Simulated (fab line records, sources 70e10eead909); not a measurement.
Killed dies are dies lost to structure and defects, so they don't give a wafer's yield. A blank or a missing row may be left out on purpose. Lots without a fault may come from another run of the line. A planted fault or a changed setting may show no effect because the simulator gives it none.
Which tool did it? | flow nand_harc | 13 lots, 37 wafers sampled, at 6 steps of a route of 1302

WHAT THE GAUGES READ, wafer by wafer
NHARC_A_SOURCE_PLATE_INSPECT_08.
lot  | measured     | on                | raw_defect_count
L925 | day 9 01:09  | defect_inspect-02 | 69 79 52
L926 | day 9 09:34  | defect_inspect-01 | 41 77 101
L927 | day 9 19:14  | defect_inspect-02 | 94 33
L930 | day 11 04:41 | defect_inspect-02 | 53 46
L933 | day 12 18:53 | defect_inspect-02 | 43 124 44
L937 | day 13 16:47 | defect_inspect-01 | 56 55 50
L936 | day 13 16:47 | defect_inspect-02 | 47 18 39
L935 | day 13 16:48 | defect_inspect-01 | 50 24 35
L938 | day 14 13:46 | defect_inspect-02 | 98 103 117
L940 | day 15 06:59 | defect_inspect-02 | 41 38 34
L941 | day 15 16:44 | defect_inspect-02 | 52 44 53
L942 | day 16 04:23 | defect_inspect-02 | 37 78 49
L944 | day 17 04:21 | defect_inspect-01 | 99 57 61

NHARC_A_ONON_D1_THK_MEAS_21: measures by ellipsometry.
lot  | measured     | on            | thk_nm (nm)
L925 | day 9 12:32  | film_metro-02 | 979 980 980
L926 | day 9 21:08  | film_metro-02 | 1009 1011 1009
L927 | day 10 06:46 | film_metro-02 | 1012 1010
L930 | day 11 15:53 | film_metro-01 | 990 991
L933 | day 13 05:56 | film_metro-02 | 992 993 994
L937 | day 14 04:46 | film_metro-01 | 999 1001 999
L936 | day 14 04:46 | film_metro-02 | 999 997 997
L935 | day 14 04:47 | film_metro-02 | 1003 1005 1004
L938 | day 15 04:16 | film_metro-02 | 999 999 998
L940 | day 15 21:12 | film_metro-02 | 999 999 1001
L941 | day 16 04:20 | film_metro-02 | 991 991 992
L942 | day 16 15:32 | film_metro-01 | 1003 1003 1002
L944 | day 17 16:25 | film_metro-02 | 1002 1000 1003

NHARC_A_ONON_D1_THK_MEAS_27: measures by ellipsometry.
lot  | measured     | on            | thk_nm (nm)
L925 | day 9 13:40  | film_metro-02 | 996 995 995
L926 | day 9 22:16  | film_metro-02 | 1242 1242 1002
L927 | day 10 07:54 | film_metro-01 | 1228 1227
L930 | day 11 17:01 | film_metro-02 | 978 1217
L933 | day 13 07:04 | film_metro-01 | 1005 1005 1006
L937 | day 14 05:54 | film_metro-01 | 992 994 994
L936 | day 14 05:53 | film_metro-02 | 997 996 997
L935 | day 14 05:55 | film_metro-02 | 1015 1017 1017
L938 | day 15 05:24 | film_metro-02 | 995 996 996
L940 | day 15 22:20 | film_metro-02 | 1000 1000 999
L941 | day 16 05:29 | film_metro-01 | 989 988 990
L942 | day 16 16:40 | film_metro-01 | 985 986 986
L944 | day 17 17:32 | film_metro-01 | 996 994 993

NHARC_END_SORT_01.
lot  | measured     | on        | killed_at_array | killed_at_other | killed_at_periphery | killed_dies | killed_open | killed_short
L926 | day 26 04:05 | prober-01 | 677 677 65      | 0 0 0           | 0 0 4               | 677 677 69  | 2 1 3       | 2 1 2
L927 | day 27 10:01 | prober-01 | 675 672         | 1 3             | 1 2                 | 677 677     | 4 3         | 2 4
L930 | day 28 01:08 | prober-02 | 94 672          | 0 0             | 3 5                 | 97 677      | 4 5         | 2 3

WHICH TOOL RAN EACH LOT (tool, then ch and the chambers of the sampled wafers, then the start)
lot  | NHARC_A_ONON_D1_DEP_25           | NHARC_A_CHANNEL_HOLE_D1_DESCUM_15
L925 | pecvd_onon-03 ch 0, day 9 13:10  | rie_diel-05 ch 0,1, day 9 17:50
L926 | pecvd_onon-03 ch 0, day 9 21:56  | rie_diel-09 ch 0, day 10 05:55
L927 | pecvd_onon-03 ch 0, day 10 07:34 | -
L930 | pecvd_onon-03 ch 0, day 11 16:30 | rie_diel-05 ch 0, day 12 02:23
L933 | pecvd_onon-02 ch 0, day 13 06:34 | rie_diel-05 ch 0,1,2, day 13 15:05
L937 | pecvd_onon-02 ch 0, day 14 05:27 | rie_diel-12 ch 1,2, day 14 10:05
L936 | pecvd_onon-03 ch 0, day 14 05:30 | rie_diel-05 ch 0,3, day 14 09:47
L935 | pecvd_onon-01 ch 0, day 14 05:23 | rie_diel-05 ch 0,3, day 14 10:16
L938 | pecvd_onon-03 ch 0, day 15 04:54 | rie_diel-05 ch 1,2, day 15 09:19
L940 | pecvd_onon-03 ch 0, day 15 21:50 | rie_diel-05 ch 1,2,3, day 16 02:37
L941 | pecvd_onon-03 ch 0, day 16 04:58 | rie_diel-05 ch 1,3, day 16 10:08
L942 | pecvd_onon-01 ch 0, day 16 16:16 | rie_diel-05 ch 1,2,3, day 16 21:48
L944 | pecvd_onon-03 ch 0, day 17 17:05 | rie_diel-05 ch 0,3, day 17 22:08
- NHARC_A_ONON_D1_DEP_25: target thk 1000 nm.
- NHARC_A_CHANNEL_HOLE_D1_DESCUM_15: chemistry O2, time 3 s.

WHAT THE TOOLS THEMSELVES READ (means of the sampled wafers that have a number; where no wafer has one, the mark that the record gives instead)
NHARC_A_CHANNEL_HOLE_D1_DESCUM_15.
lot  | tool        | drypump_motor_current_A (A) | mfc_ar_sccm (sccm) | oes_product_au (a.u.) | rf_vpp_V (V) | showerhead_plenum_p_Torr (Torr) | throttle_valve_pct (%)
L925 | rie_diel-05 | 5.4                         | 0.001              | 0.995                 | 57.4         | 1.89                            | 11.315
L926 | rie_diel-09 | 5.9                         | 0.000              | 0.996                 | 56.7         | 2.00                            | 11.311
L930 | rie_diel-05 | 5.3                         | 0.000              | 1.011                 | 58.2         | 2.00                            | 11.309
L933 | rie_diel-05 | 5.7                         | 0.005              | 1.001                 | 57.6         | 1.87                            | 11.319
L937 | rie_diel-12 | 5.7                         | 0.005              | 1.014                 | 58.4         | 1.97                            | 11.306
L936 | rie_diel-05 | 5.2                         | 0.008              | 1.012                 | 58.6         | 1.94                            | 11.301
L935 | rie_diel-05 | 5.2                         | 0.008              | 1.002                 | 57.6         | 1.94                            | 11.316
L938 | rie_diel-05 | 6.0                         | 0.009              | 0.996                 | 57.6         | 1.81                            | 11.316
L940 | rie_diel-05 | 5.7                         | 0.009              | 0.996                 | 57.5         | 1.84                            | 11.314
L941 | rie_diel-05 | 5.4                         | 0.005              | 0.999                 | 57.0         | 1.85                            | 11.319
L942 | rie_diel-05 | 5.7                         | 0.009              | 0.998                 | 57.0         | 1.84                            | 11.309
L944 | rie_diel-05 | 5.2                         | 0.008              | 0.998                 | 57.9         | 1.94                            | 11.320

THE ANSWER, worked out from the rows above alone
Rule: what is usual is taken from the lots themselves. Put in order of their means at a reading, lots are off if they are a third of the lots or fewer, leave a main group of 4 or more, and stand apart from it by a gap of 3 or more times the standard deviation of the main group's means; of several such gaps the widest counts. A main group whose means are all the same, to the digits that the tables above print for the reading, isn't used. A lot without any number at a reading at which 4 lots or more have one is off too. The other lots that the step has rows for count as sound. The gauges are gone through in route order, then the tools' own readings, and for those a lot's mean is taken as printed above. The first step at which some lot is off is used, and at that step the reading that is off furthest; a lot without a number counts as furthest.
Off: L926, L927, L930, at NHARC_A_ONON_D1_THK_MEAS_27 (thk_nm). The main group: mean 997 nm, standard deviation 8.2.
A tool fits if, at a process step before that reading, it ran every lot that is off, and no sound lot after the first of them. The gauges at NHARC_A_ONON_D1_THK_MEAS_27 are tried like those tools. None of those tried fits.

WHAT THE SIMULATOR HAD PUT IN
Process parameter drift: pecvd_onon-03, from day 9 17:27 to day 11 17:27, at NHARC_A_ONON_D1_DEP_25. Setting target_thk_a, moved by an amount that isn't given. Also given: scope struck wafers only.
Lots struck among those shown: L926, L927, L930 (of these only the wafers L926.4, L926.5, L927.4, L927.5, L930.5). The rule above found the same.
